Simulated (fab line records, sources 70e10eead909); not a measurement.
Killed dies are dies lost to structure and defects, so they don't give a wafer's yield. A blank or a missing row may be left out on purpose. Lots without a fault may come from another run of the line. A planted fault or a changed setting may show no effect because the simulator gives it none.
A struck lot beside a sound one | flow nand_harc | 25 steps out of a route of 1159
Sound: wafers L494.1, L494.3, L494.5. Struck: wafers L499.1, L499.4, L499.6. The cause comes at the end.
At each step with rows: each side's tool, then ch and its chambers, then its first start. Under that, the readings that differ: sound wafers | struck wafers | difference of the means | sigmas: that difference in standard deviations of wafers without a fault.
alike: readings whose means differ by less than 2 such deviations, and words and numbers that are the same on both sides. not compared: withheld readings, readings that some wafer has no value for, bounds like >300 that may hide the same value, and numbers for which the record gives no deviation and whose values overlap.
The two part at a step that has a row with sigmas, a row that says differs or no value, or rows on one side only. Numbers that don't overlap but have no deviation are shown without sigmas and don't part them. A reading that every wafer of one side lacks parts them only if that side has two wafers or more.

first, 5 steps without rows for these wafers: NHARC_P_GATE_STRIP_15 (strips in SPM, time 780 s); NHARC_P_GATE_PRECLEAN_71 (cleans in SC1); NHARC_P_GATE_SRD_72; NHARC_P_GATE_OXIDE_16 (material SiO2, target thk 3 nm, ox time 392 s); NHARC_P_GATE_CVD_17 (deposits poly-Si, target thk 150 nm, time 900 s).
NHARC_P_GATE_HM_DEP_102: deposits aC, target thk 120 nm.
  sound on acl_dep-01 ch 0, day 6 13:35; struck on acl_dep-01 ch 0, day 7 20:47
  alike: throttle_valve_pct
NHARC_P_GATE_DEP_103: deposits SiON, target thk 30 nm.
  sound on pecvd-01 ch 0,2, day 6 14:15; struck on pecvd-01 ch 0,1,2, day 7 21:31
  alike: heater_power_w
  not compared: since_wet_clean_h
then, 5 steps without rows for these wafers: NHARC_P_GATE_DEHYDRATE_18 (time 120 s); NHARC_P_GATE_HMDS_19 (time 30 s); NHARC_P_GATE_COAT_20 (resist thk 90 nm); NHARC_P_GATE_SOFTBAKE_21 (time 55 s); NHARC_P_GATE_EBR_22.
NHARC_P_GATE_EXPOSE_23: exposes mask P GATE, target cd 120 nm.
  sound on arfi_scanner-01 ch 0, day 6 14:40; struck on arfi_scanner-03 ch 0, day 7 22:00
  reading | sound                      | struck                              | difference | sigmas
  mask    | P_GATE#0 P_GATE#0 P_GATE#0 | P_GATE_R1#0 P_GATE_R1#0 P_GATE_R1#0 | differs    |
  alike: reticle_temp_C
then, 2 steps without rows for these wafers: NHARC_P_GATE_PEB_24 (peb time 65 s); NHARC_P_GATE_DEVELOP_25 (develop time 35 s).
NHARC_P_GATE_CD_MEAS_26: target cd 120 nm.
  sound on cd_sem-03 ch 0, day 6 14:48; struck on cd_sem-02 ch 0, day 7 22:09
  reading    | sound             | struck            | difference | sigmas
  cd_nm (nm) | 119.9 120.6 119.4 | 111.5 111.1 111.9 | -8.5       | -13
NHARC_P_GATE_OVL_MEAS_27:
  sound on overlay-02, day 6 14:53; struck on overlay-02, day 7 22:14
  alike: overlay_x_nm, overlay_y_nm
NHARC_P_GATE_INSPECT_28:
  sound on defect_inspect-01, day 6 14:56; struck on defect_inspect-01, day 7 22:16
  alike: raw_defect_count
NHARC_P_GATE_DESCUM_31: chemistry O2, time 3 s.
  sound on rie_diel-08 ch 0,1,2, day 6 14:59; struck on rie_diel-06 ch 1,2,3, day 7 22:20
  reading                 | sound         | struck          | difference | sigmas
  model.P_GATE.cd_nm (nm) | 120 121 120.2 | 112 111.7 111.3 | -9         |
  alike: drypump_motor_current_A, oes_product_au, rf_vpp_V, showerhead_plenum_p_Torr, throttle_valve_pct
  not compared: rf_hours_counter_h
NHARC_P_GATE_ETCH_104: etches the open film in CF4/CHF3, target depth 60 nm.
  sound on rie_diel-08 ch 2,3, day 6 15:04; struck on rie_diel-06 ch 0,1, day 7 22:30
  alike: drypump_motor_current_A, oes_product_au, rf_vpp_V, showerhead_plenum_p_Torr, throttle_valve_pct
NHARC_P_GATE_HM_OPEN_105: chemistry O2/COS, target depth 360 nm.
  sound on rie_diel-08 ch 2,3; struck on rie_diel-06 ch 0,2,3
  alike: drypump_motor_current_A, oes_product_au, rf_vpp_V, showerhead_plenum_p_Torr, throttle_valve_pct
  not compared: rf_hours_counter_h
then, 2 steps without rows for these wafers: NHARC_P_GATE_STRIP_106 (strips in O2/COS); NHARC_P_GATE_ETCH_114 (etches the open film in CF4/O2, target depth 30 nm, overetch 3 nm, time 16.5 s).
NHARC_P_GATE_ETCH_32: etches the open film in HBr/Cl2, target depth 150 nm, time 100.1 s.
  sound on rie_si-05 ch 2,3, day 6 15:31; struck on rie_si-05 ch 0,2,3, day 7 22:58
  reading                 | sound             | struck            | difference | sigmas
  model.P_GATE.cd_nm (nm) | 120.2 124.8 123.5 | 111.1 111.3 113.7 | -10.8      |
  alike: drypump_motor_current_A, oes_product_au, throttle_valve_pct
  not compared: rf_hours_counter_h
NHARC_P_GATE_STRIP_108: strips in O2.
  sound on rie_diel-08 ch 0,1, day 6 15:40; struck on rie_diel-06 ch 0,2, day 7 23:08
  alike: drypump_motor_current_A, oes_product_au, rf_vpp_V, showerhead_plenum_p_Torr, throttle_valve_pct
  not compared: rf_hours_counter_h

WHERE THEY PART
First at NHARC_P_GATE_EXPOSE_23; last, within this record, at NHARC_P_GATE_CD_MEAS_26. Later steps at which nothing parts them and some readings are alike: NHARC_P_GATE_OVL_MEAS_27, NHARC_P_GATE_INSPECT_28, NHARC_P_GATE_DESCUM_31, NHARC_P_GATE_ETCH_104, NHARC_P_GATE_HM_OPEN_105, NHARC_P_GATE_ETCH_32, NHARC_P_GATE_STRIP_108.

WHY: what the simulator had put in
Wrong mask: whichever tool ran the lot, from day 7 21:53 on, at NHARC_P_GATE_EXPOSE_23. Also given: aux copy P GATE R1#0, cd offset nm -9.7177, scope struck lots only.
